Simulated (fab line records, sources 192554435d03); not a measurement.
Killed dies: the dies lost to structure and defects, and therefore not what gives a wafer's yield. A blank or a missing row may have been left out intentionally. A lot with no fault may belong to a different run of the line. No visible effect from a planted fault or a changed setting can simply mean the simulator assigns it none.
Which of the tools did it? | flow n5Finfet | Sampling: 9 lots, 26 wafers, 5 of 1938 route steps

== WHAT THE GAUGES SHOWED, per wafer ==
N5_BEOL_M4_RC_MEAS_101. Usual: DIBL_N 36.6 mV/V, standard deviation 1.8; DIBL_P 37.1 mV/V, standard deviation 2.1; IOFF_N 0.17 nA/um, standard deviation 0.033; IOFF_P 0.23 nA/um, standard deviation 0.039; ION_N 681 uA/um, standard deviation 13; ION_P 467 uA/um, standard deviation 8.7; SS_N 71.6 mV/dec, standard deviation 0.59; SS_P 73.4 mV/dec, standard deviation 0.63; VT_N 249 mV, standard deviation 3.4; VT_P -249 mV, standard deviation 3.7.
lot  | measured     | on        | DIBL_N (mV/V)  | DIBL_P (mV/V)  | IOFF_N (nA/um) | IOFF_P (nA/um) | ION_N (uA/um) | ION_P (uA/um) | SS_N (mV/dec)  | SS_P (mV/dec)  | VT_N (mV)   | VT_P (mV)      | flag
L564 | day 8 19:08  | prober-01 | 35.2 35.8 37.4 | 36.8 37.1 38.8 | 0.16 0.16 0.18 | 0.22 0.22 0.25 | 696 666 673   | 476 458 458   | 71.5 71.5 72.4 | 72.8 72.9 72.8 | 249 252 249 | -247 -248 -249 | 
L567 | day 9 23:52  | prober-02 | 37.5 37.0 37.9 | 38.9 38.5 38.8 | 0.18 0.18 0.18 | 0.21 0.22 0.21 | 692 690 673   | 469 468 455   | 71.5 71.0 71.7 | 73.4 73.3 73.7 | 248 248 253 | -253 -251 -254 | 
L568 | day 9 21:34  | prober-01 | 35.8 37.5 36.1 | 37.8 39.7 38.7 | 0.19 0.22 0.20 | 0.25 0.27 0.24 | 699 687 696   | 476 468 473   | 71.5 72.4 71.7 | 73.2 74.6 73.2 | 245 242 246 | -246 -249 -245 | 
L569 | day 10 04:15 | prober-01 | 40.0 38.0 37.6 | 40.4 38.1 36.9 | 0.23 0.19 0.18 | 0.29 0.23 0.22 | 683 694 682   | 467 468 462   | 72.9 71.4 71.9 | 74.0 73.3 73.9 | 247 247 248 | -244 -249 -251 | 
L573 | day 11 04:32 | prober-02 | 32.8 36.2 34.1 | 33.6 38.0 34.3 | 0.11 0.18 0.13 | 0.20 0.28 0.20 | 665 690 672   | 464 478 463   | 71.2 71.0 70.5 | 73.2 74.2 72.9 | 254 245 254 | -248 -245 -246 | 
L574 | day 11 07:30 | prober-02 | 36.5 38.0 35.9 | 36.4 37.0 35.3 | 0.17 0.17 0.15 | 0.23 0.23 0.20 | 691 668 679   | 470 457 462   | 70.9 71.8 70.7 | 73.8 73.7 72.4 | 249 251 249 | -250 -250 -251 | 
L576 | day 11 21:41 | prober-02 | 36.3 37.7 36.1 | 36.1 38.0 35.1 | 0.16 0.18 0.15 | 0.20 0.22 0.19 | 667 707 683   | 456 475 463   | 72.0 72.2 71.9 | 73.0 73.9 72.8 | 252 248 253 | -253 -252 -254 | 
L582 | day 13 04:14 | prober-01 | 41.7 36.8      | 43.4 36.5      | 0.33 0.17      | 0.40 0.23      | 728 681       | 499 472       | 72.3 71.1      | 75.2 73.5      | 237 248     | -238 -248      | 
L584 | day 13 12:21 | prober-01 | 37.6 35.7 35.8 | 36.1 34.1 33.4 | 0.19 0.15 0.14 | 0.23 0.19 0.19 | 680 683 659   | 465 460 454   | 71.9 71.6 71.4 | 73.3 72.8 72.7 | 248 249 251 | -248 -250 -250 | 

== TOOL THAT RAN EACH LOT (tool first, then ch and the chambers of the sampled wafers, then the start) ==
lot  | N5_MOL_CONTACT_COAG_CMP_28    | N5_MOL_CONTACT_COAG_ETCHBACK_132  | N5_MOL_CONTACT_COAG_STRIP_96      | N5_MOL_CONTACT_COAG_ETCH_47
L564 | cmp-04 ch 0,2,3, day 5 20:24  | rieDiel-01 ch 0,1,2, day 5 22:22  | rieDiel-01 ch 0,1,2, day 5 22:36  | rieDiel-01 ch 0,1,2, day 5 22:38
L567 | cmp-02 ch 0,2, day 6 14:17    | rieDiel-06 ch 0,1,2, day 6 16:05  | rieDiel-06 ch 0,1,2, day 6 16:19  | rieDiel-06 ch 0,1,2, day 6 16:21
L568 | cmp-04 ch 0,1, day 6 23:34    | rieDiel-01 ch 1,3, day 7 01:11    | rieDiel-01 ch 1,3, day 7 01:25    | rieDiel-01 ch 1,3, day 7 01:27
L569 | cmp-02 ch 1,2,3, day 7 03:21  | rieDiel-01 ch 0,3, day 7 05:07    | rieDiel-01 ch 0,3, day 7 05:20    | rieDiel-01 ch 0,3, day 7 05:23
L573 | cmp-01 ch 0,1, day 8 02:02    | rieDiel-01 ch 0,1,2, day 8 03:56  | rieDiel-01 ch 0,1,2, day 8 04:10  | rieDiel-01 ch 0,1,2, day 8 04:12
L574 | cmp-02 ch 0,1,2, day 8 04:54  | rieDiel-01 ch 0,1,2, day 8 06:38  | rieDiel-01 ch 0,1,2, day 8 06:52  | rieDiel-01 ch 0,1,2, day 8 06:54
L576 | cmp-02 ch 0,3, day 8 15:47    | rieDiel-01 ch 0,1,2, day 8 18:37  | rieDiel-01 ch 0,1,2, day 8 18:50  | rieDiel-01 ch 0,1,2, day 8 18:52
L582 | cmp-04 ch 0,1, day 10 04:12   | rieDiel-06 ch 2,3, day 10 05:42   | rieDiel-06 ch 2,3, day 10 05:56   | rieDiel-06 ch 2,3, day 10 05:59
L584 | cmp-04 ch 0,1,2, day 10 19:17 | rieDiel-06 ch 0,1,2, day 10 20:46 | rieDiel-06 ch 0,1,2, day 10 21:00 | rieDiel-06 ch 0,1,2, day 10 21:02
- N5_MOL_CONTACT_COAG_CMP_28: polishes, stops on SiNx, t overpolish 0.85 s, target thk 14.522 nm.
- N5_MOL_CONTACT_COAG_ETCHBACK_132: etches SiO2 in CHF3, target depth 10 nm, time 6.7 s.
- N5_MOL_CONTACT_COAG_STRIP_96: strips in N2/H2.
- N5_MOL_CONTACT_COAG_ETCH_47: etches SiNx in CH3F/O2, stops on W, target depth 27 nm.

== AS READ BY THE TOOLS THEMSELVES (means over the sampled wafers that have a number; for cases with no such wafer, the mark the record gives instead) ==
N5_MOL_CONTACT_COAG_CMP_28. Usual: motorCurrentA 12.2 A, standard deviation 1; timeToEndpointS 4.4 s, standard deviation 2.6.
lot  | tool   | motorCurrentA (A) | timeToEndpointS (s) | flag
L564 | cmp-04 | 12.1              | 6.5                 | 
L567 | cmp-02 | 13.0              | 2.2                 | 
L568 | cmp-04 | 10.8              | 2.3                 | 
L569 | cmp-02 | 12.0              | 8.5                 | 
L573 | cmp-01 | 12.3              | 2.5                 | 
L574 | cmp-02 | 12.4              | 7.5                 | 
L576 | cmp-02 | 12.6              | 4.4                 | 
L582 | cmp-04 | 11.8              | 6.2                 | 
L584 | cmp-04 | 12.2              | 2.8                 | 

N5_MOL_CONTACT_COAG_ETCHBACK_132. Usual: CHF3_flow_sccm 50.00 sccm, standard deviation 0.16; drypumpMotorCurrentA 5.7 A, standard deviation 0.38; oesProductAu 0.80 a.u., standard deviation 0.084; rfFwdPowerW 602 W, standard deviation 3.2; rfVppV 524 V, standard deviation 8.3; showerheadPlenumPTorr 2.39 Torr, standard deviation 0.079; throttleValvePct 18.75 %, standard deviation 0.25.
lot  | tool       | CHF3_flow_sccm (sccm) | drypumpMotorCurrentA (A) | oesProductAu (a.u.) | rfFwdPowerW (W) | rfVppV (V) | showerheadPlenumPTorr (Torr) | throttleValvePct (%) | flag
L564 | rieDiel-01 | 49.91                 | 5.7                      | 0.80                | 602             | 531        | 2.46                         | 18.82                | 
L567 | rieDiel-06 | 49.94                 | 5.7                      | 0.79                | 602             | 513        | 2.32                         | 18.90                | 
L568 | rieDiel-01 | 49.94                 | 5.4                      | 0.81                | 605             | 519        | 2.40                         | 18.88                | 
L569 | rieDiel-01 | 50.10                 | 5.8                      | 0.87                | 606             | 520        | 2.45                         | 18.66                | 
L573 | rieDiel-01 | 49.97                 | 5.7                      | 0.86                | 602             | 531        | 2.45                         | 18.72                | 
L574 | rieDiel-01 | 50.01                 | 5.7                      | 0.85                | 601             | 530        | 2.45                         | 18.73                | 
L576 | rieDiel-01 | 50.09                 | 5.7                      | 0.84                | 603             | 531        | 2.45                         | 18.73                | 
L582 | rieDiel-06 | 49.91                 | 5.7                      | 0.81                | 601             | 528        | 2.41                         | 18.64                | 
L584 | rieDiel-06 | 50.04                 | 5.7                      | 0.84                | 605             | 518        | 2.41                         | 18.81                | 

N5_MOL_CONTACT_COAG_STRIP_96. Usual: drypumpMotorCurrentA 5.7 A, standard deviation 0.38; oesProductAu 0.80 a.u., standard deviation 0.085; powerW 500.0 W, standard deviation 1.4; rfVppV 121.9 V, standard deviation 1.3; showerheadPlenumPTorr 3.37 Torr, standard deviation 0.12; throttleValvePct 18.91 %, standard deviation 0.19.
lot  | tool       | drypumpMotorCurrentA (A) | oesProductAu (a.u.) | powerW (W) | rfVppV (V) | showerheadPlenumPTorr (Torr) | throttleValvePct (%) | flag
L564 | rieDiel-01 | 5.7                      | 0.80                | 500.0      | 123.1      | 3.46                         | 19.02                | 
L567 | rieDiel-06 | 5.7                      | 0.79                | 500.9      | 120.6      | 3.27                         | 18.93                | 
L568 | rieDiel-01 | 5.4                      | 0.82                | 501.6      | 121.1      | 3.37                         | 18.94                | 
L569 | rieDiel-01 | 5.8                      | 0.87                | 499.9      | 122.5      | 3.45                         | 18.77                | 
L573 | rieDiel-01 | 5.7                      | 0.85                | 500.6      | 121.9      | 3.45                         | 18.90                | 
L574 | rieDiel-01 | 5.7                      | 0.86                | 559.2      | 123.8      | 3.45                         | 18.90                | OFF
L576 | rieDiel-01 | 5.8                      | 0.84                | 559.1      | 121.3      | 3.45                         | 18.92                | OFF
L582 | rieDiel-06 | 5.7                      | 0.81                | 499.7      | 121.6      | 3.38                         | 18.64                | 
L584 | rieDiel-06 | 5.7                      | 0.85                | 500.6      | 121.7      | 3.39                         | 18.86                | 

N5_MOL_CONTACT_COAG_ETCH_47. Usual: for drypumpMotorCurrentA, 5.7 A with a standard deviation of 0.37; for etchRfOnTimeS, 31.1 s with a standard deviation of 0.67; for oesProductAu, 0.71 a.u. with a standard deviation of 0.074; for rfFwdPowerW, 386.4 W with a standard deviation of 2.1; for rfVppV, 298 V with a standard deviation of 4.6; for showerheadPlenumPTorr, 2.01 Torr with a standard deviation of 0.067; for throttleValvePct, 16.37 % with a standard deviation of 0.25.
lot  | tool       | drypumpMotorCurrentA (A) | etchRfOnTimeS (s) | oesProductAu (a.u.) | rfFwdPowerW (W) | rfVppV (V) | showerheadPlenumPTorr (Torr) | throttleValvePct (%) | flag
L564 | rieDiel-01 | 5.7                      | 31.1              | 0.72                | 386.4           | 301        | 2.07                         | 16.43                | 
L567 | rieDiel-06 | 5.7                      | 30.9              | 0.71                | 385.5           | 292        | 1.95                         | 16.52                | 
L568 | rieDiel-01 | 5.4                      | 31.3              | 0.72                | 387.3           | 295        | 2.01                         | 16.50                | 
L569 | rieDiel-01 | 5.8                      | 30.3              | 0.78                | 387.8           | 294        | 2.05                         | 16.25                | 
L573 | rieDiel-01 | 5.7                      | 31.3              | 0.77                | 386.1           | 301        | 2.06                         | 16.32                | 
L574 | rieDiel-01 | 5.7                      | 31.3              | 0.76                | 384.9           | 300        | 2.06                         | 16.32                | 
L576 | rieDiel-01 | 5.7                      | 31.4              | 0.76                | 386.1           | 300        | 2.06                         | 16.33                | 
L582 | rieDiel-06 | 5.7                      | 30.9              | 0.72                | 384.2           | 300        | 2.02                         | 16.26                | 
L584 | rieDiel-06 | 5.7                      | 30.5              | 0.75                | 386.9           | 293        | 2.02                         | 16.42                | 

== THE ANSWER, worked out from the rows above alone ==
Rule: take the mean of a lot's wafers that have a number; if it is more than 3 standard deviations from the usual mean, the lot is off. Also off: a lot with no number at a reading for which 4 or more lots have one. The other lots that the step has rows for count as sound. First the gauges in route order, then the tools' own readings, where a lot's mean is used as printed above. The first step at which some lot is off is used, and at that step the reading that is off furthest; a lot without a number counts as furthest.
Off, at N5_MOL_CONTACT_COAG_STRIP_96 on powerW: L574, L576.
If a tool, at that step or one of the process steps before it, ran each lot that is off and ran no sound lot following the first of them, it fits. Can't be told from this: 2 tools fit, cmp-02 at N5_MOL_CONTACT_COAG_CMP_28, rieDiel-01 at N5_MOL_CONTACT_COAG_ETCHBACK_132 and N5_MOL_CONTACT_COAG_STRIP_96.

== WHAT HAD BEEN PUT IN BY THE SIMULATOR ==
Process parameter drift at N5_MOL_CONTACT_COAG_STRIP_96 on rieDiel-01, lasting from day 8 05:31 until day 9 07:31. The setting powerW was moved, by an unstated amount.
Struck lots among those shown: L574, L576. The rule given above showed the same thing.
